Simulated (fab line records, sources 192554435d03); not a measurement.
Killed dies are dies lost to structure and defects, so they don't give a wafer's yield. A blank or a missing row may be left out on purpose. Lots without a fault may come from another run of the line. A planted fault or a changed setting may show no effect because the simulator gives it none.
A struck lot beside a sound one | flow n5_finfet | 15 steps out of a route of 1938
Sound: wafers L828.1, L828.5, L828.6. Struck: wafer L823.2. (L823.6 of the same lot was not struck and is left out.) The cause comes at the end.
At each step with rows: each side's tool, then ch and its chambers, then its first start. Under that, the readings that differ: sound wafers | struck wafers | difference of the means | sigmas: that difference in standard deviations of wafers without a fault.
alike: readings whose means differ by less than 2 such deviations, and words and numbers that are the same on both sides. not compared: withheld readings, readings that some wafer has no value for, bounds like >300 that may hide the same value, and numbers for which the record gives no deviation and whose values overlap.
The two part at a step that has a row with sigmas, a row that says differs or no value, or rows on one side only. Numbers that don't overlap but have no deviation are shown without sigmas and don't part them. A reading that every wafer of one side lacks parts them only if that side has two wafers or more.

first, 8 steps without rows for these wafers: N5_BEOL_M6_COAT_64 (time 60 s, resist thk 12 nm); N5_BEOL_M6_COAT_71 (time 60 s, resist thk 5 nm); N5_BEOL_M6_COAT_22 (resist thk 30 nm); N5_BEOL_M6_EBR_24; N5_BEOL_M6_SOFTBAKE_23 (time 60 s); N5_BEOL_M6_EXPOSE_25 (exposes mask V5, target cd 40 nm); N5_BEOL_M6_PEB_26 (peb time 60 s); N5_BEOL_M6_DEVELOP_27 (develop time 30 s).
N5_BEOL_M6_CD_MEAS_28: target cd 40 nm.
  sound on cd_sem-01 ch 0, day 13 02:25; struck on cd_sem-03 ch 0, day 12 10:41
  reading    | sound             | struck | difference | sigmas
  cd_nm (nm) | 40.51 40.32 40.08 | 39.52  | -0.78      | -3
N5_BEOL_M6_OVL_MEAS_29:
  sound on overlay-01 ch 0, day 13 02:26; struck on overlay-01 ch 0, day 12 10:44
  alike: V5_OVL
N5_BEOL_M6_INSPECT_30: inspects for defects (brightfield).
  sound on defect_inspect-02, day 13 02:30; struck on defect_inspect-01, day 12 10:47
  alike: raw_defect_count
N5_BEOL_M6_DESCUM_33: chemistry O2, time 7 s.
  sound on rie_diel-03 ch 1,2, day 13 02:32; struck on rie_diel-04 ch 3, day 12 10:49
  alike: drypump_motor_current_A, oes_product_au, rf_vpp_V, showerhead_plenum_p_Torr, throttle_valve_pct
  not compared: rf_hours_counter_h
N5_BEOL_M6_ETCH_72: etches underlayer in N2/H2, target depth 6.5 nm, time 5.2 s.
  sound on rie_diel-03 ch 1,2, day 13 02:34; struck on rie_diel-04 ch 3, day 12 10:51
  reading               | sound          | struck | difference | sigmas
  etch_rf_on_time_s (s) | 5.16 5.08 5.12 | 3.43   | -1.69      | -17
  alike: drypump_motor_current_A, h2_flow_sccm, oes_product_au, rf_vpp_V, showerhead_plenum_p_Torr, throttle_valve_pct
  not compared: rf_hours_counter_h
N5_BEOL_M6_ETCH_65: etches SiARC in CF4, target depth 15.6 nm, time 26 s.
  sound on rie_diel-03 ch 1,2, day 13 02:35; struck on rie_diel-04 ch 3, day 12 10:52
  reading            | sound           | struck | difference | sigmas
  mfc_ar_sccm (sccm) | 99.7 100.1 99.7 | 100.6  | +0.8       | +3
  alike: drypump_motor_current_A, etch_rf_on_time_s, oes_product_au, rf_vpp_V, showerhead_plenum_p_Torr, throttle_valve_pct
  not compared: rf_hours_counter_h
then, 1 step without rows for these wafers: N5_PASSIVATION_PROBE_49.

WHERE THEY PART
First at N5_BEOL_M6_CD_MEAS_28; last, within this record, at N5_BEOL_M6_ETCH_65.

WHY: what the simulator had put in
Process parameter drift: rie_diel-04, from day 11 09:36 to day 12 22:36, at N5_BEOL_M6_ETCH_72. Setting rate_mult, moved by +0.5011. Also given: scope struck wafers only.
